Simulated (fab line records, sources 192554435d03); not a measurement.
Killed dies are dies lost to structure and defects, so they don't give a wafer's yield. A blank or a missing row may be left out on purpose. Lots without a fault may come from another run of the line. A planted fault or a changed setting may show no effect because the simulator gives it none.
One fault seen from 2 desks | flow n5_finfet | each desk has only its own numbers; what lay behind them comes last

THE METROLOGY DESK
What the gauges read, lot by lot, whatever tool the lot ran on: means of the sampled wafers that have a number. A lot is out of limits, marked OUT, if its mean lies more than 4 standard deviations from the usual mean; the brackets give that distance. Of its 10 readings 7 are shown: those that lie furthest out on some lot.
Columns: A = DIBL_P at N5_BEOL_M4_RC_MEAS_101, usual 36.2 mV/V; B = IOFF_N at N5_BEOL_M4_RC_MEAS_101, usual 0.16 nA/um; C = IOFF_P at N5_BEOL_M4_RC_MEAS_101, usual 0.21 nA/um; D = ION_P at N5_BEOL_M4_RC_MEAS_101, usual 461 uA/um; E = SS_P at N5_BEOL_M4_RC_MEAS_101, usual 73.4 mV/dec; F = VT_N at N5_BEOL_M4_RC_MEAS_101, usual 251 mV; G = VT_P at N5_BEOL_M4_RC_MEAS_101, usual -250 mV
lot  | first seen here | A    | B    | C    | D   | E    | F   | G
L461 | day 10 17:31    | 35.4 | 0.14 | 0.21 | 459 | 72.9 | 250 | -250
L467 | day 12 11:51    | 39.8 | 0.23 | 0.29 | 470 | 74.0 | 243 | -245
L471 | day 12 22:54    | 33.6 | 0.12 | 0.18 | 457 | 72.2 | 253 | -253
L474 | day 13 20:20    | 36.5 | 0.16 | 0.23 | 462 | 73.5 | 250 | -249
This desk's finding: nothing out of limits on any of the 4 lots.

THE TOOL OWNER'S DESK: litho_track-04
The tool's own readings at N5_BEOL_M4_COAT_73 (time 60 s, resist thk 5 nm): means of the sampled wafers that have a number, for each lot that ran on this tool. A lot is out of limits, marked OUT, if its mean lies more than 4 standard deviations from the usual mean; the brackets give that distance.
Columns: A = heater_power_total_W at N5_BEOL_M4_COAT_73, usual 391.8 W; B = resist_line_temp_C at N5_BEOL_M4_COAT_73, usual 23.00 C; C = spin_speed_rpm at N5_BEOL_M4_COAT_73, usual 1500.2 rpm
lot  | first seen here | A     | B     | C
L467 | day 11 21:35    | 392.6 | 23.01 | 1499.6
L471 | day 12 12:07    | 390.3 | 22.92 | 1641.6 (+99 or more) OUT
L474 | day 13 07:32    | 392.1 | 22.95 | 1641.1 (+99 or more) OUT
This desk's finding: out of limits on L471, L474; first on L471, day 12 12:07 (spin_speed_rpm at N5_BEOL_M4_COAT_73). In limits: L467.

PUT TOGETHER
The tool owner's desk could have raised an alarm at day 12 12:07, on L471, L474.
The metrology desk saw nothing out of limits.
The metrology desk has L471, L474 on record, within its limits.
Of the lots named, all ran N5_BEOL_M4_COAT_73 on litho_track-04.

WHAT THE SIMULATOR HAD PUT IN
Process parameter drift: litho_track-04, from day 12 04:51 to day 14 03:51, at N5_BEOL_M4_COAT_73. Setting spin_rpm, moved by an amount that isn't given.
Lots struck among those shown: L471, L474.
Hours from the fault's start to each desk's first reading out of limits: the tool owner's desk, 7.
